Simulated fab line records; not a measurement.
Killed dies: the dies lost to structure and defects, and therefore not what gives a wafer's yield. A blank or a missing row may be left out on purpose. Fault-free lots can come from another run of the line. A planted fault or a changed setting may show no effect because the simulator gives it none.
Matching of chambers ; flow nand harc ; pecvd-02 running NHARC_P_M0_DEP_32: 3 sister chambers
The step deposits SiCN, target thk 30 nm. 3 wafers are shown with their chamber, then 12 later ones without.

== WAFERS PAIRED WITH THEIR CHAMBERS ==
wafer;chamber;heater power w (W)
L088.1;0;706
L088.4;1;681
L088.5;2;571

== WAFERS WHOSE CHAMBER IS MISSING ==
wafer;heater power w (W)
L089.2;744
L089.3;506
L089.4;759
L093.1;547
L093.5;762
L093.6;617
L094.1;557
L094.3;655
L094.6;622
L097.1;737
L097.3;708
L097.5;708

== EACH ONE'S CHAMBER ==
wafer;from the rows above;in truth
L089.2;can't be placed: 0 or 1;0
L089.3;2;2
L089.4;can't be placed: 0 or 1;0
L093.1;2;2
L093.5;can't be placed: 0 or 1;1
L093.6;can't be placed: 2 or 1 or 0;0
L094.1;2;2
L094.3;can't be placed: 1 or 0 or 2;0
L094.6;can't be placed: 2 or 1 or 0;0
L097.1;can't be placed: 0 or 1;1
L097.3;can't be placed: 0 or 1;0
L097.5;can't be placed: 0 or 1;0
Correct placement for 3 of the 12. Unplaceable from these rows: 9, with the true chamber sitting among the candidates in 9. 0 placed wrongly.
How it was worked out, from the rows above alone: a wafer's distance from a chamber is the root of the sum, over the readings, of the square of ((its reading less the chamber's mean) divided by the reading's scatter). The wafer belongs to the nearest chamber; if the next one is less than 2 further off, it can't be placed. Each chamber's mean is taken over the wafers shown for it. The scatter (one wafer shown for each chamber): square how far every hidden wafer sits from the nearest shown wafer, average those squares and take the square root.
